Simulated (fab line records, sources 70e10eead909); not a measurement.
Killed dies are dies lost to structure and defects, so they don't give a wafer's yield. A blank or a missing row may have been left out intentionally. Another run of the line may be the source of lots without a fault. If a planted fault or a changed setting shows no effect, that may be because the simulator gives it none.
fab line records    flow nandHarc
record: lots: 5  wafers: 15  lastDay: 33
route steps=1302 shown P_M0@264 END@1302
lots with no fault: from the same line, run without faults
startH: the number of hours between the record's first day and the start of the first shown wafer of the lot    waitH: how many hours have passed since the lot's step before this one    " identical to the entry in the row above    L1.1+2: a row that stands for several wafers    - no value present, or no start provided    * or withheld: withheld    < > ~ a bound
route shown NAME@n: names a module that has steps shown in the file, with the first one's number in the route    usual: the fault-free wafers' mean and standard deviation    same: alike in all rows    chamber/n: place in a boat    sites: readings site by site    _std_site: the values' standard deviation    _edge_site: mean of outer sites minus mean of inner sites    radiusMm: how far each site lies from the wafer's centre    mask NAME#n: copy n    behind: tool/chamber where the wafer was last shaped    hold: what put the lot on hold/how long, in hours/how the hold closed    device: the n, p or np transistor that did not switch    end of line: tests of these same wafers at the route's end    a step with no rows: only its recipe    killed: dies that structure and defects cost at the first sort, which is not the same as the wafer's yield    map: a wafer's dies, x killed, . not, _ none there
set.NAME: the setting the step ran with; set.NAME@STEP: the setting that earlier step ran with    model.NAME: the simulator's own value behind a step, which no gauge read
lots at some steps of the route; a table a step, a row a wafer
services: the hour from which a tool's chamber was out of use, counted from the record's first day as startH (under 0 if before that day), plus the number of hours and why
== steps ==
step: NHARC_P_M0_OVL_MEAS_10
recipe: pitchNm: 180
usual: overlayXNm: 0.2/0.84  overlayYNm: 0.1/0.75
lot.wafer  tool        chamber  startH  waitH  overlayXNm  overlayYNm
L598.3     overlay-01  -        190.99  -      0.7         0.1
L598.4     "           -        "       "      0.6         0.2
L598.5     "           -        "       "      1.1         0.4
L602.4     overlay-01  -        228.13  -      -1.0        0.6
L602.5     "           -        "       "      -0.8        0.8
L602.6     "           -        "       "      -1.4        0.8
L604.1     overlay-02  -        246.26  -      -0.6        0.7
L604.3     "           -        "       "      -0.6        0.3
L604.6     "           -        "       "      -0.3        0.8
L613.4     overlay-02  -        342.06  -      0.4         0.2
L613.5     "           -        "       "      0.2         0.0
L613.6     "           -        "       "      0.3         0.3
L615.1     overlay-01  -        353.63  -      -0.5        -0.4
L615.3     "           -        "       "      -0.1        -0.7
L615.5     "           -        "       "      -0.7        -0.4
step: NHARC_P_M0_INSPECT_11
usual: rawDefectCount: 4.9/2.7
lot.wafer  tool              chamber  startH  waitH  rawDefectCount
L598.3     defectInspect-01  -        191.03  0.0    4
L598.4     "                 -        "       "      2
L598.5     "                 -        "       "      3
L602.4     defectInspect-01  -        228.16  0.0    2
L602.5     "                 -        "       "      2
L602.6     "                 -        "       "      7
L604.1     defectInspect-01  -        246.30  0.0    5
L604.3     "                 -        "       "      6
L604.6     "                 -        "       "      1
L613.4     defectInspect-02  -        342.10  0.0    6
L613.5     "                 -        "       "      7
L613.6     "                 -        "       "      8
L615.1     defectInspect-01  -        353.67  0.0    6
L615.3     "                 -        "       "      3
L615.5     "                 -        "       "      4
step: NHARC_P_M0_DESCUM_14
recipe: timeS: 3  o2FlowSccm: 200  arFlowSccm: 0  biasPowerW: 0  chemistry: O2
step: NHARC_P_M0_ETCH_34
recipe: targetDepthA: 400  overetchA: 120  timeS: 43.94  ionEnergyEv: 200  n2FlowSccm: 150  h2FlowSccm: 150  arFlowSccm: 0  rfW: 400  biasW: 150  chemistry: N2/H2
usual: drypumpMotorCurrentA: 5.8/0.37  oesProductAu: 0.999/0.0086  rfVppV: 429.7/2.5  showerheadPlenumPTorr: 2.01/0.084  throttleValvePct: 14.172/0.0084
lot.wafer  tool        chamber  startH  waitH  drypumpMotorCurrentA  oesProductAu  rfHoursCounterH  rfVppV  showerheadPlenumPTorr  throttleValvePct
L598.3     rieDiel-04  0        191.19  0.1    5.1                   0.995         1                435.4   2.20                   14.172
L598.4     "           1        "       "      5.5                   1.009         1                431.2   2.02                   14.187
L598.5     "           2        "       "      6.2                   1.013         -                427.9   1.99                   14.173
L602.4     rieDiel-13  3        228.31  0.1    5.8                   1.010         9                430.4   2.04                   14.175
L602.6     "           3        "       "      5.7                   0.999         -                430.4   2.04                   14.170
L602.5     "           0        "       "      5.4                   1.003         -                427.9   1.88                   14.178
L604.3     rieDiel-08  2        246.45  0.1    5.9                   1.019         15               429.2   2.01                   14.158
L604.1     "           3        "       "      5.9                   1.007         13               428.9   2.01                   14.184
L604.6     "           2        "       "      5.9                   1.031         -                429.6   2.01                   14.172
L613.4     rieDiel-04  2        342.26  0.1    6.1                   0.995         48               429.7   1.97                   14.182
L613.6     "           3        "       "      5.4                   0.989         -                432.5   2.09                   14.153
L613.5     "           0        "       "      5.2                   0.990         -                433.1   2.18                   14.173
L615.1     rieDiel-08  1        353.81  0.1    5.8                   0.983         45               431.1   2.06                   14.166
L615.3     "           0        "       "      5.3                   1.011         39               426.6   1.92                   14.179
L615.5     "           2        "       "      5.9                   0.998         -                430.3   2.00                   14.172
step: NHARC_P_M0_ETCH_15
recipe: targetDepthA: 1500  overetchA: 150  timeS: 82.5  c4f8FlowSccm: withheld  arFlowSccm: 400  rfW: 600  biasW: 300  chemistry: C4F8/Ar
usual: oesProductAu: 0.955/0.023  rfVppV: 439.8/2.5
lot.wafer  tool        chamber  startH  waitH  oesProductAu  rfHoursCounterH  rfVppV
L598.4     rieDiel-04  2        -       -      0.970         1                439.6
L598.3     "           0        "       "      0.977         1                447.1
L598.5     "           2        "       "      0.961         -                440.0
L602.4     rieDiel-13  3        -       -      0.974         9                442.7
L602.6     "           1        "       "      0.957         -                436.7
L602.5     "           2        "       "      0.970         -                436.8
L604.1     rieDiel-08  3        -       -      0.951         13               440.4
L604.3     "           0        "       "      0.990         14               437.8
L604.6     "           0        "       "      0.986         -                437.2
L613.4     rieDiel-04  1        -       -      0.927         52               440.0
L613.6     "           2        "       "      0.927         -                439.3
L613.5     "           3        "       "      0.920         -                443.4
L615.3     rieDiel-08  0        -       -      0.977         39               438.3
L615.1     "           1        "       "      0.971         45               440.9
L615.5     "           1        "       "      0.969         -                440.7
step: NHARC_P_M0_CD_MEAS_16
usual: cdNm: 89.8/0.74
lot.wafer  tool      chamber  startH  waitH  cdNm
L598.3     cdSem-02  -        191.39  -      89.1
L598.4     "         -        "       "      89.7
L598.5     "         -        "       "      89.8
L602.4     cdSem-02  -        228.53  -      90.5
L602.5     "         -        "       "      89.3
L602.6     "         -        "       "      89.7
L604.1     cdSem-02  -        246.67  -      89.3
L604.3     "         -        "       "      89.6
L604.6     "         -        "       "      90.6
L613.4     cdSem-01  -        342.46  -      90.0
L613.5     "         -        "       "      89.6
L613.6     "         -        "       "      91.3
L615.1     cdSem-02  -        354.03  -      89.0
L615.3     "         -        "       "      90.4
L615.5     "         -        "       "      89.0
step: NHARC_P_M0_STRIP_18
recipe: powerW: 1000  n2FlowSccm: 150  h2FlowSccm: 150  arFlowSccm: 0  biasW: 0  chemistry: N2/H2
usual: drypumpMotorCurrentA: 5.7/0.37  oesProductAu: 1.002/0.0088  rfVppV: 90.5/0.9  showerheadPlenumPTorr: 2.00/0.082  throttleValvePct: 14.171/0.009
lot.wafer  tool        chamber  startH  waitH  drypumpMotorCurrentA  oesProductAu  rfHoursCounterH  rfVppV  showerheadPlenumPTorr  throttleValvePct
L598.4     rieDiel-13  2        191.52  0.1    6.3                   0.986         3                90.2    1.94                   14.172
L598.3     "           3        "       "      5.8                   0.999         3                90.9    2.04                   14.170
L598.5     "           2        "       "      6.3                   0.990         -                90.4    1.94                   14.169
L602.4     rieDiel-08  2        228.68  0.1    5.9                   1.002         12               89.5    2.01                   14.176
L602.5     "           3        "       "      5.9                   1.000         -                90.9    2.01                   14.168
L602.6     "           0        "       "      5.3                   1.001         -                89.9    1.92                   14.171
L604.1     rieDiel-08  2        246.75  0.1    5.9                   1.008         15               90.8    2.01                   14.158
L604.3     "           3        "       "      5.9                   0.996         13               89.8    2.01                   14.181
L604.6     "           2        "       "      5.9                   1.008         -                89.4    2.01                   14.163
L613.4     rieDiel-04  1        342.56  0.1    5.5                   1.010         52               91.0    2.00                   14.172
L613.5     "           0        "       "      5.1                   0.993         -                91.9    2.18                   14.164
L613.6     "           1        "       "      5.5                   1.005         -                90.9    2.00                   14.176
L615.1     rieDiel-04  3        354.13  0.1    5.4                   0.990         48               91.1    2.09                   14.176
L615.3     "           1        "       "      5.5                   1.014         53               90.5    2.00                   14.160
L615.5     "           2        "       "      6.1                   1.009         -                90.0    1.97                   14.172
step: NHARC_P_M0_STRIP_19
recipe: timeS: 600  tempC: 30  chemistry: postEtchResidueRemover
step: NHARC_P_M0_DEGAS_28
recipe: tempC: 250  timeS: 60
step: NHARC_P_M0_PRE_CLEAN_29
recipe: timeS: 30  tempC: 280  gas: H2/He
usual: heaterPowerW: 399/37
lot.wafer  tool           chamber  startH  waitH  heaterPowerW
L598.3     pvdSputter-01  -        -       -      428
L598.4     "              -        "       "      383
L598.5     "              -        "       "      432
L602.4     pvdSputter-01  -        -       -      409
L602.6     "              -        "       "      403
L602.5     "              -        "       "      379
L604.1     pvdSputter-01  -        -       -      387
L604.3     "              -        "       "      400
L604.6     "              -        "       "      387
L613.4     pvdSputter-03  -        -       -      381
L613.5     "              -        "       "      471
L613.6     "              -        "       "      376
L615.1     pvdSputter-01  -        -       -      402
L615.3     "              -        "       "      433
L615.5     "              -        "       "      390
step: NHARC_P_M0_PVD_20
recipe: targetThkA: 50  biasV: 168.6  powerW: 15000  chamberPressurePa: 0.12  timeS: 8.06  substrateTempC: 50  material: TaN
step: NHARC_P_M0_PVD_21
recipe: targetThkA: 300  chamberPressurePa: 5  powerW: 5000  substrateTempC: 30  timeS: 20.49  material: Cu
usual: throttleValvePct: 29.8/0.88
lot.wafer  tool           chamber  startH  waitH  throttleValvePct
L598.3     pvdSputter-01  -        -       -      30.3
L598.4     "              -        "       "      30.9
L598.5     "              -        "       "      28.2
L602.4     pvdSputter-01  -        -       -      30.3
L602.6     "              -        "       "      30.3
L602.5     "              -        "       "      30.6
L604.1     pvdSputter-01  -        -       -      29.5
L604.3     "              -        "       "      28.8
L604.6     "              -        "       "      29.9
L613.4     pvdSputter-03  -        -       -      28.3
L613.6     "              -        "       "      30.3
L613.5     "              -        "       "      29.6
L615.1     pvdSputter-01  -        -       -      28.9
L615.3     "              -        "       "      29.5
L615.5     "              -        "       "      30.6
step: NHARC_P_M0_ECD_22
recipe: targetThkA: 4000  bathTempC: 25  material: Cu
lot.wafer   tool      chamber  startH  waitH
L598.3+4+5  ecdCu-01  0,1,0    192.78  -
L602.4+6+5  ecdCu-02  1,1,0    229.60  -
L604.1+3+6  ecdCu-01  1,0,0    247.65  -
L613.4+5+6  ecdCu-01  0,0,1    344.10  -
L615.1+3+5  ecdCu-02  1,0,0    355.01  -
step: NHARC_P_M0_ANNEAL_30
recipe: tempC: 225  timeS: 90
step: NHARC_P_M0_CMP_23
recipe: tOverpolishS: 20  targetThkNm: 117.54
usual: motorCurrentA: 12.2/1.4  timeToEndpointS: 26.3/2.1
lot.wafer  tool    chamber  startH  waitH  motorCurrentA  timeToEndpointS
L598.4     cmp-03  3        193.51  -      12.0           26.8
L598.3     "       0        "       "      15.2           26.6
L598.5     "       3        "       "      12.1           25.4
L602.4     cmp-02  2        230.28  -      10.0           28.7
L602.5     "       0        "       "      11.5           29.2
L602.6     "       1        "       "      13.0           28.6
L604.1     cmp-03  3        248.69  -      12.0           18.6
L604.3     "       2        "       "      12.2           15.0
L604.6     "       3        "       "      12.1           23.5
L613.4     cmp-02  0        344.75  -      12.3           26.4
L613.6     "       3        "       "      13.3           28.8
L613.5     "       0        "       "      11.7           28.0
L615.1     cmp-04  1        355.77  -      13.1           27.9
L615.3     "       2        "       "      10.7           30.5
L615.5     "       1        "       "      13.9           25.8
step: NHARC_P_M0_THK_MEAS_24
recipe: thkMeasGauge: xrf
usual: thkNm: 117.0/1.4
lot.wafer  tool          chamber  startH  waitH  thkNm
L598.3     filmMetro-02  -        193.79  -      117.4
L598.4     "             -        "       "      118.8
L598.5     "             -        "       "      117.6
L602.4     filmMetro-01  -        230.54  -      116.8
L602.5     "             -        "       "      117.6
L602.6     "             -        "       "      117.2
L604.1     filmMetro-02  -        249.00  -      119.4
L604.3     "             -        "       "      117.2
L604.6     "             -        "       "      117.9
L613.4     filmMetro-02  -        345.04  -      119.0
L613.5     "             -        "       "      118.5
L613.6     "             -        "       "      117.5
L615.1     filmMetro-01  -        356.06  -      119.0
L615.3     "             -        "       "      117.0
L615.5     "             -        "       "      118.7
step: NHARC_END_SORT_01
recipe: tempC: 25
usual: defectLimitedYield: 92.0/2.6  killedAtArray: 49/18  killedAtOther: 0.8/1  killedAtPeriphery: 4.2/2.8  killedDies: 54/18  killedOpen: 3.0/1.7  killedShort: 2.5/1.6  sort_bin_2_pct: 2.8/1.2  sort_bin_3_pct: 0.6/0.37  sort_bin_4_pct: 4.6/1.5  sortNPass: 623/18  sortRimYieldPct: 92/4.2  sortYieldPct: 92.0/2.6
same: grossDies: 677  sort_bin_5_pct[%]: 0  sort_bin_6_pct[%]: 0  sort_bin_7_pct[%]: 0  sort_bin_8_pct[%]: 0  sortRimNGross: 106.00
lot.wafer  tool       chamber  startH  waitH  defectLimitedYield[%]  killedAtArray  killedAtOther  killedAtPeriphery  killedDies  killedOpen  killedShort  sort_bin_2_pct[%]  sort_bin_3_pct[%]  sort_bin_4_pct[%]  sortNPass  sortRimYieldPct[%]  sortYieldPct[%]
L598.3     prober-01  0        633.92  3.1    92.5                   49             1              1                  51          3           5            2.8                0.7                4.0                626        97                  92.5
L598.4     prober-01  0        634.73  3.4    95.3                   29             2              1                  32          6           2            2.1                0.4                2.2                645        92                  95.3
L598.5     prober-01  0        635.53  3.7    92.5                   46             1              4                  51          4           2            2.7                0.3                4.6                626        92                  92.5
L602.4     prober-01  0        670.66  3.4    96.6                   20             1              2                  23          4           2            0.4                0                  3.0                654        92                  96.6
L602.5     prober-01  0        671.45  3.7    96.8                   20             0              2                  22          7           2            1.5                0.3                1.5                655        95                  96.8
L602.6     prober-01  0        672.25  4.0    95.4                   30             0              1                  31          4           3            1.5                0.4                2.7                646        92                  95.4
killed by level:class
L598.3 A_SLIT:chamberFilmFlake=27 A_CHANNEL_HOLE_D2:chamberFilmFlake=7 A_CONTACT:chamberFilmFlake=4 A_ONON_D1:geometricParticle:short=2 A_CHANNEL_FILL_D1:geometricParticle:open=2 A_DECK1_JOINT:geometricParticle:short=2 A_SGD_CUT:geometricParticle:open=1 A_M0:geometricParticle:short=1
L598.4 A_SLIT:chamberFilmFlake=12 A_CHANNEL_HOLE_D2:chamberFilmFlake=6 A_BLC:geometricParticle:open=2 THIN_TSV:chamberFilmFlake=2 A_CHANNEL_FILL_D1:geometricParticle:short=1 A_ONON_D2:geometricParticle:open=1 A_SGD_CUT:geometricParticle:short=1 A_WL_FILL:geometricParticle:open=1
L598.5 A_SLIT:chamberFilmFlake=28 A_CHANNEL_HOLE_D2:chamberFilmFlake=6 P_ZERO_WELL:chamberFilmFlake=2 A_CHANNEL_HOLE_D1:chamberFilmFlake=2 A_SGD_CUT:chamberFilmFlake=2 A_CONTACT:chamberFilmFlake=2 P_CONTACT:geometricParticle:open=1 A_ONON_D1:geometricParticle:short=1
L602.4 A_CHANNEL_HOLE_D2:chamberFilmFlake=7 A_CHANNEL_HOLE_D1:chamberFilmFlake=2 A_SLIT:chamberFilmFlake=2 A_CONTACT:chamberFilmFlake=2 P_M0:geometricParticle:open=1 A_CHANNEL_FILL_D1:geometricParticle:short=1 A_ONON_D2:geometricParticle:open=1 A_CHANNEL_HOLE_D2:geometricParticle:open=1
L602.5 A_CHANNEL_HOLE_D2:chamberFilmFlake=6 A_DECK1_JOINT:geometricParticle:open=2 A_CHANNEL_HOLE_D1:chamberFilmFlake=2 P_GATE:geometricParticle:open=1 P_M0:geometricParticle:open=1 A_ONON_D1:geometricParticle:short=1 A_SGD_CUT:geometricParticle:open=1 A_SGD_CUT:geometricParticle:short=1
L602.6 A_CHANNEL_HOLE_D1:chamberFilmFlake=7 A_CHANNEL_HOLE_D2:chamberFilmFlake=6 A_SLIT:chamberFilmFlake=5 A_ONON_D2:geometricParticle:short=2 A_DECK1_JOINT:chamberFilmFlake=2 A_CHANNEL_FILL_D2:chamberFilmFlake=2 A_ONON_D1:geometricParticle:short=1 A_DECK1_JOINT:geometricParticle:open=1
== services ==
tool           chamber  startH  hours  kind
rieDiel-04     1        169.83  4.1    repair
pvdSputter-03  -        173.99  10.0   pm
rieDiel-04     -        177.92  9.0    pm
cmp-02         -        183.41  4.4    repair
rieDiel-08     -        190.85  9.0    pm
cmp-03         -        208.98  2.1    repair
rieDiel-13     3        212.55  5.3    repair
cmp-03         -        213.48  6.9    repair
rieDiel-08     -        226.94  1.6    repair
cmp-02         -        232.65  4.0    pm
cmp-03         -        237.57  1.0    repair
cmp-02         -        240.02  1.4    repair
ecdCu-02       -        244.14  8.0    pm
cmp-03         -        252.52  0.3    repair
cmp-02         -        257.62  1.3    repair
rieDiel-08     3        258.95  2.8    repair
cmp-03         -        260.26  4.0    pm
rieDiel-04     2        263.66  9.2    repair
cmp-03         -        282.06  4.3    repair
ecdCu-01       -        290.03  0.3    repair
ecdCu-01       -        336.00  8.0    pm
rieDiel-13     -        342.28  9.0    pm
rieDiel-04     -        343.48  0.7    repair
rieDiel-04     -        354.92  9.0    pm
== key ==
firstSign: step: NHARC_P_M0_CMP_23  reading: timeToEndpointS  direction: down  sigmas: 4.5  usual: *  struck: *
effect none on later readings
metAt NHARC_P_M0_ECD_22
struckWafers L604.1,L604.3
onsetBetween 192.78 247.65
fault: kind: processParameterDrift  tool: ecdCu-01  chamber: -  onsetH: 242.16  steps: NHARC_P_M0_ECD_22  channel: targetThkA  offset: *  shape: step  endH: 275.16  scope: struckWafersOnly  actsIn: *  stated: *
